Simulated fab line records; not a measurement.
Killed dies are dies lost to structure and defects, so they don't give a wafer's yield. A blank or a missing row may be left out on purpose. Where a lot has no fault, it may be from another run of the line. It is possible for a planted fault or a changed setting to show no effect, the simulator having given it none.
A struck lot beside a sound one	flow n5-finfet	17 steps out of a route of 1938
Sound: these wafers, L453.2, L453.3, L453.6. Struck: wafers L446.3, L446.5, L446.6. The cause comes at the end.
Order at every step that has rows: each side's tool, ch and its chambers, its first start. Under that, the readings that differ: sound wafers	struck wafers	difference of the means	sigmas: that difference in standard deviations of wafers without a fault.
alike: readings whose means differ by less than 2 such deviations, and words and numbers that are the same on both sides. not compared: withheld readings, readings that some wafer has no value for, bounds like >300 that may hide the same value, and numbers for which the record gives no deviation and whose values overlap.
The two part at a step that has a row with sigmas, a row that says differs or no value, or rows on one side only. When numbers do not overlap yet have no deviation, they are printed without sigmas and do not part them. A reading missing from all wafers of one side parts the sides only when that side holds two or more wafers.

first, 9 steps without rows for these wafers: N5_FIN_CUT_PEB_06 (peb time 60 s); N5_FIN_CUT_DEVELOP_07 (develop time 30 s); N5_FIN_CUT_DESCUM_13 (chemistry O2, time 7 s); N5_FIN_CUT_ETCH_30 (etches underlayer in N2/H2, target depth 13 nm, time 10.4 s); N5_FIN_CUT_ETCH_20 (etches SiARC in CF4, target depth 26 nm, time 43.3 s); N5_FIN_CUT_ETCH_21 (etches SOC in N2/H2, target depth 219 nm, overetch 43.8 nm, time 523.5 s); N5_FIN_CUT_STRIP_23 (strips in N2/H2); N5_FIN_CUT_STRIP_31 (strips in N2/H2); N5_FIN_CUT_STRIP_24 (strips in CF4).
N5_FIN_CUT_CUT_ETCH_26: etches SiNx in CH3F/O2, target depth 39 nm, time 55.7 s.
  sound on rie-diel-04 ch 0,1, day 6 13:06; struck on rie-diel-03 ch 0,1,2, day 4 19:05
  no value came back on the struck wafers for any of 7 readings (CH3F_flow_sccm (sccm), O2_flow_sccm (sccm) and others); on the sound wafers CH3F_flow_sccm (sccm) reads 29.88 30.00 29.95
reading	sound	struck	difference	sigmas
model.SOC_of_FIN_CUT_COAT_18.thk-nm (nm)	212.2 212.2 212.2	230 230.6 230.4	+18	
  not compared: rf-hours-counter-h
then, 3 steps without rows for these wafers: N5_FIN_CUT_CUT_ETCH_27 (etches SiO2 in CHF3/O2, target depth 4 nm, overetch 2 nm, time 4.9 s); N5_FIN_CUT_PRECLEAN_35 (cleans in vHF, time 13.3 s); N5_FIN_CUT_CUT_ETCH_15 (etches Si in HBr/Cl2/O2, target depth 100 nm, bt time 10 s, time 42.4 s).
N5_FIN_CUT_CUT_ETCH_28: etches Si in HBr/Cl2/O2, target depth 6 nm, time 2.4 s.
  sound on rie-si-05 ch 0,1,3, day 6 13:21; struck on rie-si-05 ch 1,2,3, day 4 19:20
reading	sound	struck	difference	sigmas
model.SOC_of_FIN_CUT_COAT_18.thk-nm (nm)	168.8 169.4 168.6	188 187.4 187	+19	
  alike: HBr_flow_sccm, O2_flow_sccm, drypump-motor-current-A, he-backside-leak-sccm, oes-product-au, throttle-valve-pct
  not compared: rf-hours-counter-h
then, 1 step without rows for these wafers: N5_FIN_CUT_STRIP_22 (strips in N2/H2).
N5_BEOL_M4_RC_MEAS_101:
  the record has rows for the sound wafers here (prober-01 ch 0, day 12 05:41) and none for the struck ones
-- a jump in the record: the struck wafers' starts before and after are 10 days apart (it breaks off in module BEOL_M4 and resumes in module PASSIVATION, where the first step shown is number 1936 of the route) --
N5_PASSIVATION_PROBE_49:
  sound on prober-02, day 17 05:32; struck on prober-01, day 14 15:17
reading	sound	struck	difference	sigmas
defect-limited-yield (%)	93.4 95.5 93.6	0 0 0	-94	-59
killed-at-front-end	34 20 24	1132 1134 1125	+1104	+92
killed-dies	78 53 75	1180 1180 1180	+1111	+58
killed-on-rim	16 5 8	152 152 152	+142	+36
sort_bin_5_function (%)	4.2 2.7 3.4	97.4 96.9 95.5	+93.2	+93
sort-n-pass	1102 1127 1105	0 0 0	-1111	-58
sort-yield-pct (%)	93.4 95.5 93.6	0 0 0	-94	-59
  alike: killed_at_M0_to_M3, killed_at_M4_up, killed-at-contacts, killed-at-other, killed-open, killed-short, sort_bin_6_memory

== WHERE THEY PART ==
First at N5_FIN_CUT_CUT_ETCH_26; last, within this record, at N5_PASSIVATION_PROBE_49.

WHY: what the simulator had put in
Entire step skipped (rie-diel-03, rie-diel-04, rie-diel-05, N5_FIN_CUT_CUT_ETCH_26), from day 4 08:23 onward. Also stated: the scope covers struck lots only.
